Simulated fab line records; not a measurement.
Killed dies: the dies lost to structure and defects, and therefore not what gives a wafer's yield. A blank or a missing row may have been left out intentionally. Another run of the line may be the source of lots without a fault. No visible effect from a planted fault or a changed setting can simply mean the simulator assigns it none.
Code-filled problem report in 8D (eight disciplines) form || flow n5_finfet || the parts of the form that need people (team, actions taken, sign-off) are left out

## 1. PROBLEM STATEMENT
Wafers without a fault read 0.994 a.u., standard deviation 0.018; oes_product_au at N5_STI_FIN_REVEAL_ETCH_34 reads a mean of 0.847 a.u. on 2 wafers belonging to 2 lots. Measured from the usual mean, that is -8.1 standard deviations.
The step: etches Si in H2, material Si, target depth 0.97 nm.
The first sign was on wafer L524.4 at day 4 14:59, on rie_si-05. Wafers with a number at this step in the record: 12, from 4 lots. The rule behind "out" and "out of limits": a value lying over 4 standard deviations away from the usual mean. The rest of the wafers with a number are treated as sound.

## 2. WHAT IT IS, AND WHAT IT ISN'T
{"question": "which readings at this step", "is": "oes_product_au", "is not": "drypump_motor_current_A, throttle_valve_pct"}
{"question": "which lots", "is": "L524, L525", "is not": "L519, L533"}
{"question": "which wafers of those lots", "is": "L524.4, L525.1", "is not": "L524.5, L524.6, L525.3, L525.6"}
{"question": "read on which tools", "is": "rie_si-05", "is not": "rie_si-06"}
{"question": "when", "is": "from day 4 14:59", "is not": "up to then (5 sound wafers); but 5 sound wafers of L525, L533 came after"}

## 3. SUSPECTS, AND WHAT RULES EACH OUT
Counting: any tool at a process step up to the reading remains a suspect provided it ran every lot that is out. Sound lots after the first of them don't rule it out here, since some wafers of a struck lot are sound.
- rie_si-05 at N5_STI_FIN_REVEAL_ETCH_34 (etches Si in H2, material Si, target depth 0.97 nm): kept. It processed each lot that is out (first: L524, day 4 14:59); up to then, its last sound lot is L519 (day 3 06:57). Its own readings are out on those wafers: oes_product_au.
- Within rie_si-05 at N5_STI_FIN_REVEAL_ETCH_34: the wafers that are out ran in chambers 0, 3; their sound lot-mates ran in chambers 1, 2.
Left after counting: rie_si-05 at N5_STI_FIN_REVEAL_ETCH_34.

## 4. THE CAUSE (what the simulator had put in)
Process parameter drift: rie_si-05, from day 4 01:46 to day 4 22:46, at N5_STI_FIN_REVEAL_ETCH_34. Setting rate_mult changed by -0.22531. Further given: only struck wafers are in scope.
Only this tool survived the counting.

## 5. THE EFFECT CHAIN, in route order
Each row: a reading where the mean over the struck wafers with a number is more than 3 standard deviations away from the usual. Only readings for which the record gives a usual standard deviation are gone through. hours: the time from each lot's start at the first step in this table that gives one to its start at this step, as a median over the lots. sigmas: the change in usual standard deviations.
{"hours": 0, "step": "N5_STI_FIN_REVEAL_ETCH_34", "reading": "oes_product_au", "usual": "0.994 a.u.", "on struck wafers": 0.847, "change": -0.147, "sigmas": -8.1}
Its process steps:
- N5_STI_FIN_REVEAL_ETCH_34: etches Si in H2, material Si, target depth 0.97 nm.
Later measuring or inspecting steps at which every struck wafer that the step has a row for has a number for every such reading, and none has moved that far: N5_BEOL_M4_RC_MEAS_101.

## 6. HOW IT WOULD HAVE BEEN CAUGHT EARLIER
In this record the first reading out of limits was taken at day 4 14:59, 13 hours after the fault began at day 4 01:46.
